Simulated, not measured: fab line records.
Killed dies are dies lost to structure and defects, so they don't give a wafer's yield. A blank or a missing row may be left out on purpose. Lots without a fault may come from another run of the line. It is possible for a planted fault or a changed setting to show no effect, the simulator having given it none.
fab line records	flow nand-harc
record: lots: 13	wafers: 39	last-day: 24
route steps=1159 shown P_ZERO_WELL@14 P_GATE@138 END@1159
lots that met no fault: taken from a fault-free run of the same line
start-h: hours from the record's first day to the start of the lot's first wafer shown	wait-h: hours since the lot's step before	" as in the row above	L1.1+2: a row that stands for several wafers	- no value, or no start given	* or withheld: withheld	< > ~ a bound
route shown NAME@n: names a module that has steps shown in the file, with the first one's number in the route	usual: the fault-free wafers' mean and standard deviation	same: alike in all rows	chamber/n: place in a boat	sites: readings site by site	_std_site: the standard deviation of these	_edge_site: inner sites' mean taken away from outer sites' mean	radius-mm: for every site, how far away it sits from the centre of the wafer	mask NAME#n: copy n	behind: the last tool/chamber to shape the wafer	hold: what put the lot on hold/how long, in hours/how the hold closed	device: the transistor (n, p or np) that didn't switch	end of line: tests of these same wafers at the route's end	where a step has no rows: the recipe by itself	killed: dies that structure and defects cost at the first sort, which is not the same as the wafer's yield	map: dies across one wafer; x = killed, . = not, _ = none there
set.NAME: the setting that was run; set.NAME@STEP: the one run at that earlier step	model.NAME: the simulator's own value behind a step, which no gauge read
a sample of lots followed through the steps of the route, with each step as a table and each wafer as a row
services: a tool's chamber out of use, with start hour (start-h, from the record's first day; less than 0 if before it), hours out, and reason
== steps ==
step: NHARC_P_ZERO_WELL_CD_MEAS_11
recipe: target-cd-nm: 500	landing-energy-ev: 500
usual: cd-nm: 499.5/1.9
lot.wafer	tool	chamber	start-h	wait-h	cd-nm
L450.1	cd-sem-02	0	13.25	-	499.8
L450.3	"	0	"	"	498.2
L450.4	"	0	"	"	500.6
L453.1	cd-sem-03	0	31.25	-	500.3
L453.2	"	0	"	"	501.7
L453.4	"	0	"	"	502.0
L454.1	cd-sem-03	0	37.25	-	497.2
L454.3	"	0	"	"	497.1
L454.6	"	0	"	"	500.5
L455.1	cd-sem-03	0	43.27	-	501.8
L455.3	"	0	"	"	500.6
L455.5	"	0	"	"	499.9
L456.1	cd-sem-03	0	49.24	-	503.0
L456.4	"	0	"	"	499.0
L456.5	"	0	"	"	501.1
L457.2	cd-sem-01	0	55.24	-	497.7
L457.3	"	0	"	"	499.9
L457.4	"	0	"	"	501.2
L458.1	cd-sem-01	0	61.25	-	500.6
L458.2	"	0	"	"	497.1
L458.4	"	0	"	"	502.2
L460.3	cd-sem-01	0	73.24	-	499.7
L460.4	"	0	"	"	497.5
L460.5	"	0	"	"	498.1
L463.2	cd-sem-01	0	91.37	-	497.3
L463.3	"	0	"	"	501.0
L463.5	"	0	"	"	499.0
L469.1	cd-sem-03	0	127.24	-	497.9
L469.3	"	0	"	"	498.9
L469.5	"	0	"	"	498.1
L471.1	cd-sem-02	0	139.11	-	498.8
L471.4	"	0	"	"	500.1
L471.6	"	0	"	"	496.4
L472.3	cd-sem-01	0	145.24	-	497.5
L472.4	"	0	"	"	501.8
L472.5	"	0	"	"	498.2
L473.1	cd-sem-03	0	151.12	-	501.6
L473.2	"	0	"	"	503.5
L473.5	"	0	"	"	500.3
step: NHARC_P_ZERO_WELL_DESCUM_13
recipe: time-s: 3	o2-flow-sccm: 200	ar-flow-sccm: 0	bias-power-w: 0	chemistry: O2
usual: drypump-motor-current-A: 5.69/0.3	mfc-ar-sccm: 0.010/0.014	oes-product-au: 0.999/0.0089	rf-vpp-V: 57.9/0.89	showerhead-plenum-p-Torr: 1.92/0.084	throttle-valve-pct: 11.311/0.0091
same: bias-power-w: 0	time-s: 3
lot.wafer	tool	chamber	start-h	wait-h	drypump-motor-current-A	mfc-ar-sccm	oes-product-au	rf-hours-counter-h	rf-vpp-V	showerhead-plenum-p-Torr	throttle-valve-pct
L450.4	rie-diel-12	3	13.40	-	5.94	0	0.993	12.6	57.0	2.05	11.321
L450.1	"	0	"	"	5.71	0.041	1.000	11.5	57.6	1.86	11.307
L450.3	"	2	"	"	5.57	0	1.010	9.3	59.3	1.98	11.322
L453.1	rie-diel-04	2	31.53	-	5.50	0	0.996	4.0	57.1	1.86	11.308
L453.2	"	0	"	"	5.70	0	0.989	3.3	57.7	1.87	11.290
L453.4	"	1	"	"	6.14	0.033	1.008	4.0	58.9	1.93	11.308
L454.3	rie-diel-04	0	37.41	-	5.73	0	0.998	3.7	58.5	1.87	11.307
L454.1	"	2	"	"	5.55	0	1.004	4.8	57.4	1.85	11.324
L454.6	"	3	"	"	5.35	0.009	1.000	-	57.5	1.81	11.302
L455.3	rie-diel-09	1	43.44	-	5.71	0.005	0.993	10.7	57.9	1.88	11.306
L455.1	"	2	"	"	6.18	0	0.989	8.9	56.1	1.84	11.307
L455.5	"	0	"	"	5.55	0.020	0.999	-	58.8	1.97	11.313
L456.1	rie-diel-12	0	49.40	-	5.72	0.041	1.006	0.5	58.9	1.86	11.299
L456.4	"	3	"	"	5.94	0	0.997	0.8	59.0	2.05	11.310
L456.5	"	1	"	"	5.15	0	0.998	-	56.6	2.07	11.310
L457.2	rie-diel-12	1	55.41	-	5.15	0	0.997	0.5	59.2	2.07	11.307
L457.4	"	2	"	"	5.59	0	0.997	0.8	57.9	1.98	11.318
L457.3	"	3	"	"	5.93	0	0.996	0.8	57.1	2.05	11.319
L458.1	rie-diel-12	2	61.41	-	5.58	0	0.990	1.5	58.6	1.98	11.315
L458.4	"	3	"	"	5.95	0	0.996	1.5	59.0	2.05	11.295
L458.2	"	1	"	"	5.14	0	1.001	1.0	58.4	2.06	11.298
L460.4	rie-diel-04	0	73.40	-	5.75	0	0.990	6.5	57.4	1.87	11.311
L460.3	"	1	"	"	6.12	0.033	1.003	7.4	58.6	1.93	11.315
L460.5	"	0	"	"	5.75	0	1.003	-	57.6	1.87	11.317
L463.2	rie-diel-12	2	91.53	-	5.58	0	0.989	4.1	58.9	1.98	11.321
L463.3	"	3	"	"	5.95	0	1.001	4.2	57.7	2.05	11.304
L463.5	"	1	"	"	5.14	0	0.993	-	58.3	2.06	11.312
L469.1	rie-diel-09	0	127.39	-	5.52	0.020	1.004	3.0	58.3	1.97	11.308
L469.3	"	2	"	"	6.18	0	1.006	3.4	57.9	1.84	11.312
L469.5	"	0	"	"	5.56	0.020	1.009	-	57.4	1.97	11.317
L471.4	rie-diel-04	3	139.26	-	5.37	0.009	0.996	1.2	57.4	1.81	11.296
L471.1	"	1	"	"	6.14	0.033	1.022	1.7	58.0	1.93	11.303
L471.6	"	0	"	"	5.72	0	1.012	-	58.5	1.87	11.320
L472.3	rie-diel-09	3	145.41	-	5.91	0.025	0.991	4.3	58.1	2.01	11.305
L472.4	"	0	"	"	5.57	0.020	1.003	3.9	57.8	1.97	11.305
L472.5	"	2	"	"	6.18	0	1.008	-	57.1	1.84	11.303
L473.2	rie-diel-04	2	151.28	-	5.56	0	1.005	2.9	58.4	1.85	11.320
L473.1	"	0	"	"	5.73	0	0.991	2.2	59.0	1.87	11.307
L473.5	"	2	"	"	5.58	0	0.996	-	57.2	1.85	11.321
step: NHARC_P_GATE_EXPOSE_23
recipe: na: 1.35	target-cd-nm: 120	dose-mj: 93.91	mask-id: P_GATE
lot.wafer	tool	chamber	start-h	wait-h	mask
L450.1+3+4	arfi-scanner-01	0	82.83	-	P_GATE#0
L453.1+2+4	arfi-scanner-03	0	108.94	-	P_GATE#0
L454.1+3+6	arfi-scanner-01	0	109.09	-	P_GATE#0
L455.1+3+5	arfi-scanner-01	0	121.12	-	P_GATE#0
L457.2+3+4	arfi-scanner-02	0	126.54	-	P_GATE#0
L456.1+4+5	arfi-scanner-03	0	126.69	-	P_GATE#0
L458.1+2+4	arfi-scanner-02	0	140.36	-	P_GATE#0
L460.3+4+5	arfi-scanner-02	0	149.19	-	P_GATE#0
L463.2+3+5	arfi-scanner-02	0	165.04	-	P_GATE_R1#0
L469.1+3+5	arfi-scanner-03	0	201.68	-	P_GATE#0
L471.1+4+6	arfi-scanner-03	0	217.86	-	P_GATE#0
L473.1+2+5	arfi-scanner-02	0	218.01	-	P_GATE#0
L472.3+4+5	arfi-scanner-02	0	218.39	-	P_GATE#0
step: NHARC_P_GATE_CD_MEAS_26
recipe: target-cd-nm: 120	landing-energy-ev: 500
usual: cd-nm: 119.8/0.66
lot.wafer	tool	chamber	start-h	wait-h	cd-nm
L450.1	cd-sem-03	0	82.97	-	120.5
L450.3	"	0	"	"	120.0
L450.4	"	0	"	"	120.1
L453.1	cd-sem-03	0	109.08	-	118.4
L453.2	"	0	"	"	119.9
L453.4	"	0	"	"	119.3
L454.1	cd-sem-01	0	109.23	-	120.0
L454.3	"	0	"	"	119.7
L454.6	"	0	"	"	120.8
L455.1	cd-sem-02	0	121.25	-	121.2
L455.3	"	0	"	"	120.0
L455.5	"	0	"	"	120.9
L457.2	cd-sem-01	0	126.68	-	120.2
L457.3	"	0	"	"	119.6
L457.4	"	0	"	"	120.0
L456.1	cd-sem-02	0	126.83	-	119.6
L456.4	"	0	"	"	120.4
L456.5	"	0	"	"	120.2
L458.1	cd-sem-03	0	140.50	-	120.2
L458.2	"	0	"	"	119.9
L458.4	"	0	"	"	120.5
L460.3	cd-sem-01	0	149.33	-	119.2
L460.4	"	0	"	"	119.9
L460.5	"	0	"	"	120.2
L463.2	cd-sem-02	0	165.18	-	106.0
L463.3	"	0	"	"	105.8
L463.5	"	0	"	"	105.8
L469.1	cd-sem-03	0	201.82	-	119.1
L469.3	"	0	"	"	120.2
L469.5	"	0	"	"	119.8
L471.1	cd-sem-01	0	217.99	-	119.8
L471.4	"	0	"	"	120.7
L471.6	"	0	"	"	120.0
L473.1	cd-sem-03	0	218.15	-	121.0
L473.2	"	0	"	"	120.1
L473.5	"	0	"	"	120.7
L472.3	cd-sem-01	0	218.52	-	118.9
L472.4	"	0	"	"	118.2
L472.5	"	0	"	"	119.3
step: NHARC_P_GATE_DEGAS_109
recipe: temp-c: 300	time-s: 60
usual: heater-power-w: 434/34
same: time-s: 60
lot.wafer	tool	chamber	start-h	wait-h	heater-power-w
L450.3	pvd-sputter-03	-	100.75	0.1	432
L450.4	"	-	"	"	380
L450.1	"	-	"	"	451
L454.1	pvd-sputter-02	-	126.75	0.1	383
L454.3	"	-	"	"	463
L454.6	"	-	"	"	380
L453.1	pvd-sputter-02	-	127.14	0.1	419
L453.2	"	-	"	"	471
L453.4	"	-	"	"	375
L455.1	pvd-sputter-01	-	138.94	0.1	456
L455.3	"	-	"	"	440
L455.5	"	-	"	"	435
L457.2	pvd-sputter-03	-	144.75	0.1	417
L457.4	"	-	"	"	451
L457.3	"	-	"	"	432
L456.1	pvd-sputter-01	-	145.21	0.1	460
L456.4	"	-	"	"	428
L456.5	"	-	"	"	450
L458.2	pvd-sputter-02	-	159.09	0.1	419
L458.4	"	-	"	"	446
L458.1	"	-	"	"	451
L460.3	pvd-sputter-03	-	167.50	0.1	409
L460.4	"	-	"	"	443
L460.5	"	-	"	"	410
L463.2	pvd-sputter-02	-	185.04	0.1	453
L463.3	"	-	"	"	389
L463.5	"	-	"	"	389
L469.1	pvd-sputter-03	-	219.37	0.1	422
L469.3	"	-	"	"	452
L469.5	"	-	"	"	387
L473.2	pvd-sputter-03	-	235.82	0.1	423
L473.1	"	-	"	"	416
L473.5	"	-	"	"	448
L471.4	pvd-sputter-02	-	235.99	0.1	414
L471.1	"	-	"	"	417
L471.6	"	-	"	"	460
L472.4	pvd-sputter-01	-	236.85	0.1	510
L472.3	"	-	"	"	479
L472.5	"	-	"	"	469
step: NHARC_END_SORT_01
recipe: temp-c: 25
usual: killed-at-array: 27/11	killed-at-other: 0.6/0.89	killed-at-periphery: 3.0/2.4	killed-dies: 31/12	killed-open: 3.2/1.6	killed-short: 2.0/1.5
same: gross-dies: 677
lot.wafer	tool	chamber	start-h	wait-h	killed-at-array	killed-at-other	killed-at-periphery	killed-dies	killed-open	killed-short
L463.2	prober-02	0	507.39	2.8	45	0	5	50	2	2
L463.3	prober-02	0	508.19	3.1	45	0	6	51	3	1
killed by level:class
L463.2 A_CHANNEL_HOLE_D1:chamber-film-flake=19 A_SLIT:chamber-film-flake=14 A_CHANNEL_FILL_D1:chamber-film-flake=4 P_STI:chamber-film-flake=2 A_CONTACT:chamber-film-flake=2 A_BLC:chamber-film-flake=2 P_GATE:area-expose=2 P_CONTACT:geometric-particle:open=1
L463.3 A_SLIT:chamber-film-flake=19 A_CHANNEL_HOLE_D1:chamber-film-flake=16 P_GATE:area-expose=5 A_CONTACT:geometric-particle:open=2 A_STAIRCASE:chamber-film-flake=2 A_SOURCE_PLATE:geometric-particle:open=1 A_CHANNEL_FILL_D1:geometric-particle:short=1 P_ZERO_WELL:chamber-film-flake=1
== services ==
tool	chamber	start-h	hours	kind
rie-diel-04	0	-10.52	9.1	repair
arfi-scanner-03	-	-8.49	0.4	repair
rie-diel-12	0	-4.88	11.0	repair
arfi-scanner-02	-	-1.31	0.7	repair
arfi-scanner-03	-	15.77	1.9	repair
arfi-scanner-01	-	24.00	4.0	pm
rie-diel-12	-	25.40	9.0	pm
pvd-sputter-02	-	36.00	10.0	pm
arfi-scanner-01	-	39.16	0.4	repair
pvd-sputter-02	-	48.31	3.1	repair
pvd-sputter-03	-	52.48	1.1	repair
arfi-scanner-02	-	68.80	3.0	repair
pvd-sputter-03	-	74.27	1.3	repair
arfi-scanner-02	-	84.00	4.0	pm
pvd-sputter-03	-	102.07	10.0	pm
rie-diel-04	-	111.90	9.0	pm
pvd-sputter-03	-	132.23	4.0	repair
arfi-scanner-03	-	140.00	4.0	pm
pvd-sputter-03	-	181.42	3.0	repair
rie-diel-12	2	193.05	9.4	repair
arfi-scanner-02	-	193.16	0.2	repair
rie-diel-12	-	202.42	9.0	pm
arfi-scanner-03	-	205.65	0.7	repair
pvd-sputter-02	-	214.05	10.0	pm
== key ==
first-sign: step: NHARC_P_GATE_EXPOSE_23	reading: mask	direction: changed
effect: step: NHARC_P_GATE_CD_MEAS_26	reading: cd-nm	direction: down	sigmas: 21	usual: 119.8	struck: 105.9
met-at NHARC_P_GATE_EXPOSE_23
struck-lots L463
tester-left-out L463
not-acting-at NHARC_P_ZERO_WELL_CD_MEAS_11,NHARC_P_ZERO_WELL_DESCUM_13,NHARC_P_GATE_DEGAS_109
onset-between 149.19 165.04
fault: kind: wrong-mask	tool: any	chamber: -	onset-h: 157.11	steps: NHARC_P_GATE_EXPOSE_23	aux-copy: P_GATE_R1#0	cd-offset-nm: -13.048	scope: struck-lots-only
tester-left-out: of these lots the tester's yield and bins aren't shown, on N5 and GAA mostly nor the transistor test; their killed dies are dies lost to structure and defects alone, not to doping, threshold or leakage, so they don't give the yield
